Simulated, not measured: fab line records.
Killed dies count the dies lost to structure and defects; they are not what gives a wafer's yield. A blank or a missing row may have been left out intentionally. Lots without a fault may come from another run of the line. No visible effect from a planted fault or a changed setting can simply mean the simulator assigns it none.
fab line records | flow nand-harc | part 2 of 2: steps 4 to 6 of 6
record lots=21 | wafers=63 | last-day=33
route steps=1302 shown P_STI@89 P_GATE@156
lots with no fault: from the same line, run without faults
start-h: the number of hours between the record's first day and the start of the first shown wafer of the lot | wait-h: hours since the lot's step before | " as in the row above | L1.1+2: a single row standing in for several wafers | - no value, or no start was given | * or withheld: withheld | < > ~ a bound
route shown NAME@n: names a module that has steps shown in the file, with the first one's number in the route | usual: the fault-free wafers' mean and standard deviation | same: alike in all rows | chamber/n: place in a boat | sites: each site's reading | _std_site: standard deviation across them | _edge_site: inner sites' mean taken away from outer sites' mean | radius-mm: for every site, how far away it sits from the centre of the wafer | mask NAME#n: copy n | behind: the most recent tool/chamber to have shaped the wafer | hold: what put the lot on hold/how long, in hours/how the hold closed | device: the n, p or np transistor that did not switch | end of line: tests of these same wafers at the route's end | where a step has no rows: the recipe by itself | killed: the dies lost at the first sort to structure and to defects; this is not the yield of the wafer | map: shows each die of a wafer: x if killed, . if not, _ if none is there
set.NAME: the setting the step ran with; set.NAME@STEP: the setting that earlier step ran with | model.NAME: the simulator's own value behind a step, which no gauge read
a sample of lots followed through the steps of the route, with each step as a table and each wafer as a row
services: from which hour (start-h, from the record's first day; less than 0 if before it) a tool's chamber was out of use, for how many hours, and why
## steps
# step NHARC_P_GATE_DESCUM_61
# recipe time-s=3 | o2-flow-sccm=200 | ar-flow-sccm=0 | bias-power-w=0 | chemistry=O2
# usual drypump-motor-current-A=5.6/0.41 | oes-product-au=1.000/0.01 | rf-vpp-V=58.0/0.84 | showerhead-plenum-p-Torr=1.95/0.069 | throttle-valve-pct=11.310/0.0089
lot.wafer | tool        | chamber | start-h | wait-h | drypump-motor-current-A | oes-product-au | rf-hours-counter-h | rf-vpp-V | showerhead-plenum-p-Torr | throttle-valve-pct
L074.4    | rie-diel-10 | 0       | 110.16  | -      | 5.4                     | 0.992          | -                  | 56.0     | 1.89                     | 11.300
L074.5    | "           | 1       | "       | "      | 6.0                     | 1.014          | -                  | 58.2     | 1.90                     | 11.318
L074.6    | "           | 2       | "       | "      | 5.5                     | 0.987          | -                  | 57.2     | 2.05                     | 11.311
L075.1    | rie-diel-10 | 2       | 124.95  | -      | 5.4                     | 0.985          | 1.5                | 58.6     | 2.05                     | 11.312
L075.2    | "           | 0       | "       | "      | 5.4                     | 1.002          | 1.9                | 57.9     | 1.89                     | 11.313
L075.6    | "           | 1       | "       | "      | 6.0                     | 1.006          | -                  | 58.6     | 1.90                     | 11.303
L076.2    | rie-diel-02 | 2       | 129.34  | -      | 6.0                     | 0.989          | 4.0                | 57.9     | 1.96                     | 11.323
L076.4    | "           | 3       | "       | "      | 5.6                     | 0.998          | 3.3                | 57.6     | 1.82                     | 11.313
L076.6    | "           | 1       | "       | "      | 5.6                     | 0.997          | -                  | 58.3     | 2.01                     | 11.289
L077.4    | rie-diel-07 | 2       | 142.58  | -      | 5.9                     | 0.987          | 0.9                | 57.2     | 2.04                     | 11.320
L077.1    | "           | 1       | "       | "      | 4.7                     | 1.012          | 0.8                | 58.4     | 2.02                     | 11.311
L077.6    | "           | 3       | "       | "      | 6.3                     | 1.004          | -                  | 56.8     | 1.94                     | 11.311
L078.2    | rie-diel-10 | 1       | 145.78  | -      | 6.0                     | 1.025          | 3.6                | 56.5     | 1.90                     | 11.313
L078.4    | "           | 2       | "       | "      | 5.5                     | 0.996          | 3.2                | 56.8     | 2.05                     | 11.298
L078.3    | "           | 0       | "       | "      | 5.3                     | 1.018          | 3.6                | 58.6     | 1.89                     | 11.300
L079.4    | rie-diel-07 | 3       | 158.51  | -      | 6.3                     | 0.991          | 1.5                | 57.2     | 1.94                     | 11.318
L079.2    | "           | 0       | "       | "      | 5.5                     | 0.998          | 1.5                | 57.6     | 1.89                     | 11.301
L079.6    | "           | 0       | "       | "      | 5.5                     | 0.989          | -                  | 56.9     | 1.89                     | 11.309
L080.2    | rie-diel-07 | 0       | 170.52  | -      | 5.5                     | 1.002          | 2.5                | 59.6     | 1.89                     | 11.323
L080.6    | "           | 3       | "       | "      | 6.3                     | 0.992          | -                  | 58.1     | 1.94                     | 11.312
L080.5    | "           | 0       | "       | "      | 5.5                     | 0.999          | -                  | 57.3     | 1.89                     | 11.316
L081.1    | rie-diel-07 | 3       | 184.31  | -      | 6.3                     | 1.003          | 3.5                | 57.6     | 1.94                     | 11.308
L081.6    | "           | 1       | "       | "      | 4.7                     | 0.997          | -                  | 58.6     | 2.02                     | 11.285
L081.5    | "           | 2       | "       | "      | 5.9                     | 0.982          | -                  | 58.9     | 2.03                     | 11.309
L082.1    | rie-diel-10 | 3       | 192.56  | -      | 5.7                     | 1.019          | 3.7                | 58.6     | 1.98                     | 11.313
L082.4    | "           | 1       | "       | "      | 6.0                     | 1.025          | 4.9                | 58.1     | 1.90                     | 11.308
L082.6    | "           | 2       | "       | "      | 5.5                     | 0.999          | -                  | 58.6     | 2.05                     | 11.303
L083.4    | rie-diel-02 | 0       | 196.25  | -      | 5.1                     | 1.007          | 5.4                | 57.2     | 1.89                     | 11.295
L083.2    | "           | 1       | "       | "      | 5.6                     | 1.007          | 6.1                | 59.0     | 2.01                     | 11.315
L083.3    | "           | 2       | "       | "      | 6.1                     | 1.005          | 5.9                | 58.1     | 1.96                     | 11.316
L084.3    | rie-diel-10 | 2       | 218.71  | -      | 5.5                     | 0.999          | 6.6                | 59.4     | 2.05                     | 11.311
L084.1    | "           | 3       | "       | "      | 5.8                     | 1.028          | 5.6                | 59.3     | 1.98                     | 11.294
L084.5    | "           | 2       | "       | "      | 5.5                     | 0.992          | -                  | 57.6     | 2.05                     | 11.326
L085.2    | rie-diel-07 | 2       | 221.27  | -      | 5.9                     | 0.997          | 5.1                | 58.3     | 2.03                     | 11.312
L085.4    | "           | 0       | "       | "      | 5.5                     | 1.004          | 5.8                | 58.3     | 1.89                     | 11.301
L085.5    | "           | 1       | "       | "      | 4.7                     | 1.006          | -                  | 57.7     | 2.02                     | 11.318
L087.1    | rie-diel-02 | 2       | 244.22  | -      | 6.1                     | 1.008          | 1.4                | 58.5     | 1.96                     | 11.304
L087.3    | "           | 3       | "       | "      | 5.6                     | 1.006          | 1.6                | 56.8     | 1.82                     | 11.318
L087.5    | "           | 1       | "       | "      | 5.6                     | 0.993          | -                  | 58.3     | 2.01                     | 11.308
L089.3    | rie-diel-02 | 2       | 258.91  | -      | 6.1                     | 1.001          | 1.7                | 58.4     | 1.96                     | 11.312
L089.2    | "           | 1       | "       | "      | 5.6                     | 0.989          | 2.0                | 58.5     | 2.01                     | 11.294
L089.6    | "           | 2       | "       | "      | 6.1                     | 1.000          | -                  | 59.0     | 1.96                     | 11.307
L090.4    | rie-diel-10 | 3       | 277.11  | -      | 5.8                     | 1.007          | 1.7                | 58.1     | 1.98                     | 11.312
L090.1    | "           | 0       | "       | "      | 5.4                     | 1.003          | 1.6                | 56.6     | 1.89                     | 11.311
L090.5    | "           | 0       | "       | "      | 5.4                     | 0.994          | -                  | 58.0     | 1.89                     | 11.301
L091.2    | rie-diel-07 | 0       | 281.09  | -      | 5.5                     | 0.996          | 8.3                | 58.2     | 1.89                     | 11.319
L091.3    | "           | 3       | "       | "      | 6.3                     | 0.989          | 7.9                | 59.6     | 1.94                     | 11.307
L091.4    | "           | 0       | "       | "      | 5.5                     | 1.005          | -                  | 58.2     | 1.89                     | 11.313
L092.4    | rie-diel-10 | 1       | 301.08  | -      | 6.0                     | 0.996          | 2.9                | 57.8     | 1.90                     | 11.303
L092.6    | "           | 1       | "       | "      | 6.0                     | 0.997          | -                  | 58.2     | 1.90                     | 11.309
L092.5    | "           | 2       | "       | "      | 5.4                     | 0.987          | -                  | 58.4     | 2.05                     | 11.306
L093.3    | rie-diel-07 | 2       | 305.64  | -      | 5.9                     | 0.996          | 0.1                | 59.5     | 2.03                     | 11.323
L093.2    | "           | 0       | "       | "      | 5.5                     | 0.997          | 0.2                | 59.2     | 1.89                     | 11.329
L093.6    | "           | 1       | "       | "      | 4.7                     | 1.008          | -                  | 58.1     | 2.02                     | 11.317
L095.1    | rie-diel-02 | 0       | 316.00  | -      | 5.1                     | 1.004          | 6.3                | 57.0     | 1.89                     | 11.311
L095.4    | "           | 1       | "       | "      | 5.6                     | 1.007          | 6.9                | 60.1     | 2.01                     | 11.305
L095.3    | "           | 2       | "       | "      | 6.1                     | 1.013          | 6.7                | 56.9     | 1.96                     | 11.301
L096.3    | rie-diel-07 | 1       | 330.59  | -      | 4.7                     | 1.007          | 1.1                | 58.3     | 2.02                     | 11.295
L096.1    | "           | 2       | "       | "      | 5.9                     | 1.002          | 1.5                | 58.2     | 2.03                     | 11.305
L096.6    | "           | 0       | "       | "      | 5.5                     | 0.989          | -                  | 57.1     | 1.89                     | 11.318
L097.2    | rie-diel-07 | 0       | 341.61  | -      | 5.5                     | 1.001          | 1.8                | 58.4     | 1.89                     | 11.304
L097.4    | "           | 3       | "       | "      | 6.3                     | 0.977          | 2.2                | 57.2     | 1.94                     | 11.297
L097.5    | "           | 1       | "       | "      | 4.7                     | 0.992          | -                  | 57.6     | 2.02                     | 11.317
# step NHARC_P_GATE_STRIP_113
# recipe power-w=1500 | temp-c=110 | time-s=740 | chemistry=N2/H2
# usual drypump-motor-current-A=5.3/0.34 | heater-power-w=85/13
lot.wafer | tool            | chamber | start-h | wait-h | drypump-motor-current-A | heater-power-w | rf-hours-counter-h
L074.4    | plasma-asher-02 | 1       | 112.46  | 0.5    | 4.8                     | 69             | -
L074.5    | "               | 0       | "       | "      | 5.5                     | 85             | -
L074.6    | "               | 1       | "       | "      | 4.8                     | 69             | -
L075.1    | plasma-asher-01 | 1       | 127.06  | 0.2    | 5.7                     | 84             | 22
L075.2    | "               | 0       | "       | "      | 5.2                     | 110            | 22
L075.6    | "               | 1       | "       | "      | 5.7                     | 83             | -
L076.2    | plasma-asher-02 | 1       | 131.53  | 0.3    | 4.8                     | 71             | 15
L076.4    | "               | 1       | "       | "      | 4.8                     | 69             | -
L076.6    | "               | 0       | "       | "      | 5.5                     | 83             | -
L077.1    | plasma-asher-02 | 0       | 144.65  | 0.3    | 5.5                     | 82             | 17
L077.4    | "               | 1       | "       | "      | 4.8                     | 71             | -
L077.6    | "               | 1       | "       | "      | 4.8                     | 70             | -
L078.2    | plasma-asher-01 | 1       | 147.74  | 0.2    | 5.7                     | 83             | 27
L078.3    | "               | 1       | "       | "      | 5.7                     | 85             | -
L078.4    | "               | 0       | "       | "      | 5.2                     | 107            | -
L079.2    | plasma-asher-02 | 0       | 160.59  | 0.2    | 5.4                     | 81             | 21
L079.4    | "               | 0       | "       | "      | 5.5                     | 82             | -
L079.6    | "               | 1       | "       | "      | 4.8                     | 69             | -
L080.2    | plasma-asher-02 | 0       | 174.05  | 0.3    | 5.4                     | 84             | 24
L080.5    | "               | 1       | "       | "      | 4.8                     | 70             | -
L080.6    | "               | 0       | "       | "      | 5.5                     | 85             | -
L081.1    | plasma-asher-01 | 1       | 186.48  | 0.3    | 5.7                     | 84             | 2
L081.6    | "               | 0       | "       | "      | 5.2                     | 108            | -
L081.5    | "               | 1       | "       | "      | 5.7                     | 84             | -
L082.1    | plasma-asher-01 | 0       | 194.63  | 0.2    | 5.3                     | 105            | 4
L082.4    | "               | 1       | "       | "      | 5.7                     | 84             | -
L082.6    | "               | 1       | "       | "      | 5.7                     | 84             | -
L083.2    | plasma-asher-02 | 1       | 198.33  | 0.2    | 4.8                     | 69             | 29
L083.3    | "               | 1       | "       | "      | 4.8                     | 71             | -
L083.4    | "               | 0       | "       | "      | 5.5                     | 83             | -
L084.1    | plasma-asher-02 | 1       | 220.78  | 0.2    | 4.8                     | 71             | 34
L084.3    | "               | 0       | "       | "      | 5.5                     | 84             | -
L084.5    | "               | 1       | "       | "      | 4.8                     | 72             | -
L085.2    | plasma-asher-02 | 1       | 223.86  | 0.2    | 4.8                     | 72             | 35
L085.4    | "               | 1       | "       | "      | 4.8                     | 69             | -
L085.5    | "               | 0       | "       | "      | 5.5                     | 84             | -
L087.1    | plasma-asher-02 | 0       | 246.27  | 0.3    | 5.5                     | 84             | 39
L087.3    | "               | 0       | "       | "      | 5.5                     | 83             | -
L087.5    | "               | 1       | "       | "      | 4.8                     | 71             | -
L089.2    | plasma-asher-02 | 0       | 261.10  | 0.3    | 5.5                     | 84             | 1
L089.3    | "               | 0       | "       | "      | 5.5                     | 85             | -
L089.6    | "               | 1       | "       | "      | 4.8                     | 71             | -
L090.1    | plasma-asher-01 | 0       | 279.19  | 0.2    | 5.2                     | 109            | 21
L090.4    | "               | 1       | "       | "      | 5.7                     | 82             | -
L090.5    | "               | 0       | "       | "      | 5.2                     | 111            | -
L091.2    | plasma-asher-01 | 1       | 283.31  | 0.3    | 5.7                     | 82             | 22
L091.4    | "               | 0       | "       | "      | 5.2                     | 107            | -
L091.3    | "               | 1       | "       | "      | 5.7                     | 84             | -
L092.4    | plasma-asher-01 | 1       | 303.40  | 0.3    | 5.7                     | 83             | -
L092.6    | "               | 1       | "       | "      | 5.7                     | 82             | -
L092.5    | "               | 0       | "       | "      | 5.2                     | 111            | -
L093.2    | plasma-asher-02 | 1       | 307.87  | 0.3    | 4.8                     | 73             | 10
L093.3    | "               | 1       | "       | "      | 4.8                     | 72             | -
L093.6    | "               | 1       | "       | "      | 4.8                     | 70             | -
L095.1    | plasma-asher-02 | 1       | 318.18  | 0.3    | 4.8                     | 72             | 12
L095.3    | "               | 0       | "       | "      | 5.4                     | 83             | -
L095.4    | "               | 1       | "       | "      | 4.8                     | 72             | -
L096.1    | plasma-asher-01 | 1       | 332.65  | 0.2    | 5.7                     | 82             | 32
L096.3    | "               | 0       | "       | "      | 5.2                     | 110            | -
L096.6    | "               | 1       | "       | "      | 5.7                     | 82             | -
L097.2    | plasma-asher-02 | 1       | 343.99  | 0.5    | 4.8                     | 70             | 17
L097.4    | "               | 1       | "       | "      | 4.8                     | 71             | -
L097.5    | "               | 0       | "       | "      | 5.4                     | 83             | -
# step NHARC_P_GATE_STRIP_95
# recipe power-w=1500 | temp-c=250 | chemistry=O2
# usual drypump-motor-current-A=5.3/0.34 | heater-power-w=317/49
lot.wafer | tool            | chamber | start-h | wait-h | drypump-motor-current-A | heater-power-w | rf-hours-counter-h
L074.4    | plasma-asher-02 | 1       | 112.85  | 0.3    | 4.8                     | 259            | -
L074.5    | "               | 0       | "       | "      | 5.5                     | 308            | -
L074.6    | "               | 1       | "       | "      | 4.8                     | 256            | -
L075.1    | plasma-asher-01 | 1       | 127.78  | 0.6    | 5.7                     | 311            | 23
L075.2    | "               | 0       | "       | "      | 5.2                     | 406            | 23
L075.6    | "               | 1       | "       | "      | 5.8                     | 307            | -
L076.2    | plasma-asher-02 | 1       | 132.15  | 0.5    | 4.8                     | 266            | 16
L076.4    | "               | 1       | "       | "      | 4.8                     | 263            | -
L076.6    | "               | 0       | "       | "      | 5.4                     | 315            | -
L077.1    | plasma-asher-02 | 0       | 145.26  | 0.5    | 5.4                     | 311            | 18
L077.4    | "               | 1       | "       | "      | 4.8                     | 265            | -
L077.6    | "               | 1       | "       | "      | 4.8                     | 268            | -
L078.2    | plasma-asher-01 | 1       | 148.45  | 0.6    | 5.7                     | 311            | 27
L078.3    | "               | 1       | "       | "      | 5.7                     | 307            | -
L078.4    | "               | 0       | "       | "      | 5.2                     | 404            | -
L079.2    | plasma-asher-02 | 0       | 161.31  | 0.6    | 5.5                     | 314            | 22
L079.4    | "               | 0       | "       | "      | 5.5                     | 313            | -
L079.6    | "               | 1       | "       | "      | 4.8                     | 264            | -
L080.2    | plasma-asher-02 | 0       | 174.65  | 0.5    | 5.5                     | 307            | 25
L080.5    | "               | 1       | "       | "      | 4.8                     | 265            | -
L080.6    | "               | 0       | "       | "      | 5.4                     | 317            | -
L081.1    | plasma-asher-01 | 1       | 187.08  | 0.5    | 5.7                     | 317            | 3
L081.6    | "               | 0       | "       | "      | 5.2                     | 395            | -
L081.5    | "               | 1       | "       | "      | 5.7                     | 314            | -
L082.1    | plasma-asher-01 | 0       | 195.34  | 0.6    | 5.3                     | 402            | 5
L082.4    | "               | 1       | "       | "      | 5.7                     | 308            | -
L082.6    | "               | 1       | "       | "      | 5.7                     | 315            | -
L083.2    | plasma-asher-02 | 1       | 199.04  | 0.6    | 4.8                     | 261            | 30
L083.3    | "               | 1       | "       | "      | 4.8                     | 267            | -
L083.4    | "               | 0       | "       | "      | 5.4                     | 303            | -
L084.1    | plasma-asher-02 | 1       | 221.50  | 0.6    | 4.8                     | 265            | 35
L084.3    | "               | 0       | "       | "      | 5.5                     | 303            | -
L084.5    | "               | 1       | "       | "      | 4.8                     | 258            | -
L085.2    | plasma-asher-02 | 1       | 224.58  | 0.6    | 4.8                     | 265            | 36
L085.4    | "               | 1       | "       | "      | 4.8                     | 264            | -
L085.5    | "               | 0       | "       | "      | 5.4                     | 312            | -
L087.1    | plasma-asher-02 | 0       | 246.87  | 0.5    | 5.4                     | 313            | 40
L087.3    | "               | 0       | "       | "      | 5.5                     | 307            | -
L087.5    | "               | 1       | "       | "      | 4.8                     | 261            | -
L089.2    | plasma-asher-02 | 0       | 261.71  | 0.5    | 5.4                     | 313            | 1
L089.3    | "               | 0       | "       | "      | 5.5                     | 315            | -
L089.6    | "               | 1       | "       | "      | 4.8                     | 266            | -
L090.1    | plasma-asher-01 | 0       | 279.91  | 0.6    | 5.2                     | 403            | 22
L090.4    | "               | 1       | "       | "      | 5.7                     | 304            | -
L090.5    | "               | 0       | "       | "      | 5.2                     | 395            | -
L091.2    | plasma-asher-01 | 1       | 283.93  | 0.5    | 5.7                     | 307            | 23
L091.4    | "               | 0       | "       | "      | 5.3                     | 419            | -
L091.3    | "               | 1       | "       | "      | 5.7                     | 303            | -
L092.4    | plasma-asher-01 | 1       | 303.89  | 0.4    | 5.7                     | 316            | -
L092.6    | "               | 1       | "       | "      | 5.7                     | 305            | -
L092.5    | "               | 0       | "       | "      | 5.2                     | 410            | -
L093.2    | plasma-asher-02 | 1       | 308.48  | 0.5    | 4.8                     | 264            | 11
L093.3    | "               | 1       | "       | "      | 4.8                     | 268            | -
L093.6    | "               | 1       | "       | "      | 4.8                     | 271            | -
L095.1    | plasma-asher-02 | 1       | 318.78  | 0.5    | 4.8                     | 257            | 12
L095.3    | "               | 0       | "       | "      | 5.5                     | 308            | -
L095.4    | "               | 1       | "       | "      | 4.8                     | 275            | -
L096.1    | plasma-asher-01 | 1       | 333.37  | 0.6    | 5.7                     | 306            | 33
L096.3    | "               | 0       | "       | "      | 5.2                     | 407            | -
L096.6    | "               | 1       | "       | "      | 5.7                     | 308            | -
L097.2    | plasma-asher-02 | 1       | 344.69  | 0.6    | 4.8                     | 269            | 18
L097.4    | "               | 1       | "       | "      | 4.8                     | 272            | -
L097.5    | "               | 0       | "       | "      | 5.4                     | 307            | -
## services
tool            | chamber | start-h | hours | kind
rie-diel-10     | 0       | 26.05   | 2.8   | repair
rie-diel-02     | -       | 40.02   | 9.0   | pm
rie-diel-10     | -       | 65.50   | 9.0   | pm
plasma-asher-02 | -       | 72.12   | 9.0   | pm
plasma-asher-01 | -       | 76.70   | 25.5  | repair
rie-diel-06     | 3       | 103.20  | 3.8   | repair
rie-diel-10     | 3       | 105.27  | 19.9  | repair
rie-diel-07     | 3       | 106.23  | 5.0   | repair
rie-diel-07     | -       | 117.20  | 9.0   | pm
rie-diel-06     | -       | 130.20  | 9.0   | pm
plasma-asher-01 | -       | 153.82  | 1.4   | repair
plasma-asher-01 | -       | 165.11  | 9.0   | pm
rie-diel-07     | 3       | 165.80  | 4.2   | repair
plasma-asher-02 | -       | 170.24  | 1.8   | repair
rie-diel-06     | 3       | 172.71  | 22.3  | repair
rie-diel-02     | -       | 217.02  | 9.0   | pm
rie-diel-10     | 1       | 227.91  | 13.4  | repair
rie-diel-10     | -       | 242.50  | 9.0   | pm
plasma-asher-02 | -       | 249.12  | 9.0   | pm
rie-diel-02     | 2       | 263.44  | 4.9   | repair
rie-diel-07     | 2       | 266.82  | 4.5   | repair
rie-diel-07     | 1       | 280.35  | 4.8   | repair
rie-diel-07     | -       | 294.20  | 9.0   | pm
rie-diel-02     | -       | 317.89  | 2.4   | repair
